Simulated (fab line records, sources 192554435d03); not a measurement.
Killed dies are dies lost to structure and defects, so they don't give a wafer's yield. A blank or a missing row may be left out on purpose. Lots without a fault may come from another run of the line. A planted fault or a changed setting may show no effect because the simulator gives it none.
Split-lot experiment | flow n5_finfet | 7 lots, 21 wafers read, on a route of 1938 steps

THE SPLIT
At N5_BEOL_M9_COAT_22 (resist thk 30 nm), the setting spin_rpm was moved away from the recipe's 1500 rpm on 6 of the 21 wafers read, by -4.6% to +11.1%. The other wafers ran this setting at the recipe's value.

FROM THE SPLIT TO THE READING: what the file shows between them, 4 steps
- N5_BEOL_M9_EBR_24
- N5_BEOL_M9_SOFTBAKE_23: time 60 s
- N5_BEOL_M9_EXPOSE_25: exposes mask V8
- N5_BEOL_M9_PEB_26: peb time 60 s

THE READING
CAR-EUV_of_BEOL_M9_COAT_22.thk_nm (the simulator's own value, which no gauge read), in nm, at N5_BEOL_M9_DEVELOP_27 (develop time 30 s). The file gives no usual value for it. The 15 wafers here that ran the recipe average 29.5 nm, standard deviation 0.098 nm.

wafer  | tool, chamber at the split | spin_rpm as run, rpm | against the recipe | CAR-EUV_of_BEOL_M9_COAT_22.thk_nm, nm | against lot-mates on the recipe
L080.1 | litho_track-05, 0          | 1500                 | recipe             | 29.6                                  | -
L080.4 | litho_track-05, 0          | 1500                 | recipe             | 29.6                                  | -
L080.2 | litho_track-05, 0          | 1431                 | -4.6%              | 30.4                                  | +0.8
L079.2 | litho_track-03, 0          | 1666                 | +11.1%             | 28.2                                  | -1.4
L079.3 | litho_track-03, 0          | 1500                 | recipe             | 29.6                                  | -
L079.4 | litho_track-03, 0          | 1666                 | +11.1%             | 28                                    | -1.6
L085.2 | litho_track-03, 0          | 1500                 | recipe             | 29.4                                  | -
L085.4 | litho_track-03, 0          | 1500                 | recipe             | 29.4                                  | -
L085.6 | litho_track-03, 0          | 1612                 | +7.5%              | 28.4                                  | -1.0
L094.2 | litho_track-03, 0          | 1500                 | recipe             | 29.4                                  | -
L094.5 | litho_track-03, 0          | 1500                 | recipe             | 29.4                                  | -
L094.6 | litho_track-03, 0          | 1500                 | recipe             | 29.4                                  | -
L093.2 | litho_track-03, 0          | 1500                 | recipe             | 29.4                                  | -
L093.4 | litho_track-03, 0          | 1500                 | recipe             | 29.4                                  | -
L093.3 | litho_track-03, 0          | 1500                 | recipe             | 29.6                                  | -
L095.2 | litho_track-03, 0          | 1436                 | -4.3%              | 30.2                                  | +0.6
L095.4 | litho_track-03, 0          | 1436                 | -4.3%              | 30.2                                  | +0.6
L095.5 | litho_track-03, 0          | 1500                 | recipe             | 29.6                                  | -
L097.1 | litho_track-03, 0          | 1500                 | recipe             | 29.6                                  | -
L097.3 | litho_track-03, 0          | 1500                 | recipe             | 29.4                                  | -
L097.6 | litho_track-03, 0          | 1500                 | recipe             | 29.4                                  | -

THE FIT
A straight line over all 21 wafers: CAR-EUV_of_BEOL_M9_COAT_22.thk_nm changes by -0.138 nm for each +1% of spin_rpm; r = -0.98; the points scatter about the line by 0.12 nm.
The same after taking each lot's own level away (the mean of its wafers on the recipe; 21 wafers): -0.139 nm for each +1%; r = -0.99; scatter 0.072 nm.
On that fit, the largest move of spin_rpm shifts the reading by 1.5 nm.
The lots' own levels span 29.40 to 29.60 nm, that is 2.0 times the standard deviation above.
So the lot-to-lot level changes the slope little: the two slopes agree.
Check: with one of the wafers moved furthest among these (+11.1%) left out of the fit, the line predicts -1.59 nm for it against its lot-mates. It came out at -1.4 nm against them.

OTHER SPLITS ON THESE WAFERS
These wafers also went through other splits before the reading. Each is held against what the fit with the lots' levels taken away leaves over:
other split on the same wafers   | wafers away from the commonest value | r with CAR-EUV_of_BEOL_M9_COAT_22.thk_nm (lot level and that fit taken away)
N5_BEOL_M5_TRENCH_ETCH_37 time_s | 9                                    | -0.08
N5_BEOL_M6_EXPOSE_25 dose_mj     | 4                                    | -0.12
N5_BEOL_M7_ETCH_66 bias_w        | 8                                    | -0.14
N5_BEOL_M7_ETCH_41 bias_w        | 7                                    | +0.10
N5_BEOL_M8_COAT_22 spin_rpm      | 3                                    | -0.46

THE WHOLE CHAIN: every reading that the file lists as answering this split, in the file's order
step                  | what it does      | reading                                                                            | change (the file's fit)               | r (the file's)
N5_BEOL_M9_COAT_22    | resist thk 30 nm  | CAR-EUV_of_BEOL_M9_COAT_22.thk_nm (the simulator's own value, which no gauge read) | -0.148 nm for each +1% of the setting | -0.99
N5_BEOL_M9_DEVELOP_27 | develop time 30 s | CAR-EUV_of_BEOL_M9_COAT_22.thk_nm (the simulator's own value, which no gauge read) | -0.139 nm for each +1% of the setting | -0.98

THE FILE'S OWN FIT
CAR-EUV_of_BEOL_M9_COAT_22.thk_nm changes by -0.139 nm for each +1% of spin_rpm, r = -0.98.
